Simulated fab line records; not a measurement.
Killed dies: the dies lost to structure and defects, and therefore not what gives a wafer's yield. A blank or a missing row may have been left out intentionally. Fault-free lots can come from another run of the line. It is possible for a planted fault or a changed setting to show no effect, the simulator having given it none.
Chamber matching | flow n5-finfet | N5_BEOL_M1_STRIP_36 on rie-diel-04: 4 sister chambers
The step strips in N2/H2. 4 wafers are shown with their chamber, then 9 later ones without.

== WAFERS PAIRED WITH THEIR CHAMBERS ==
wafer  | chamber | showerhead-plenum-p-Torr (Torr)
L089.6 | 0       | 2.51
L091.2 | 3       | 2.50
L091.5 | 2       | 2.49
L091.6 | 1       | 2.64

== WAFERS WITH NO CHAMBER GIVEN ==
wafer  | showerhead-plenum-p-Torr (Torr)
L094.1 | 2.64
L094.5 | 2.64
L094.6 | 2.51
L095.3 | 2.64
L095.4 | 2.50
L095.6 | 2.51
L097.1 | 2.50
L097.3 | 2.48
L097.5 | 2.50

== WHICH CHAMBER EACH WENT THROUGH ==
wafer  | from the rows above | in truth
L094.1 | 1                   | 1
L094.5 | 1                   | 1
L094.6 | 0                   | 0
L095.3 | 1                   | 1
L095.4 | 3                   | 3
L095.6 | 0                   | 0
L097.1 | 3                   | 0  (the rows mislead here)
L097.3 | 2                   | 2
L097.5 | 3                   | 3
Correct placement for 8 of the 9. Left unplaced by these rows: 0. Placed wrongly: 1.
How it was worked out, from the rows above alone: a wafer's distance from a chamber is the root of the sum, over the readings, of the square of ((its reading less the chamber's mean) divided by the reading's scatter). If the next closest chamber is less than 2 further off than the closest, the wafer can't be placed; otherwise it belongs to the closest. A chamber's mean is the mean of its shown wafers. The scatter: root of mean squared gap, hidden wafer to nearest shown wafer, with one shown wafer a chamber.
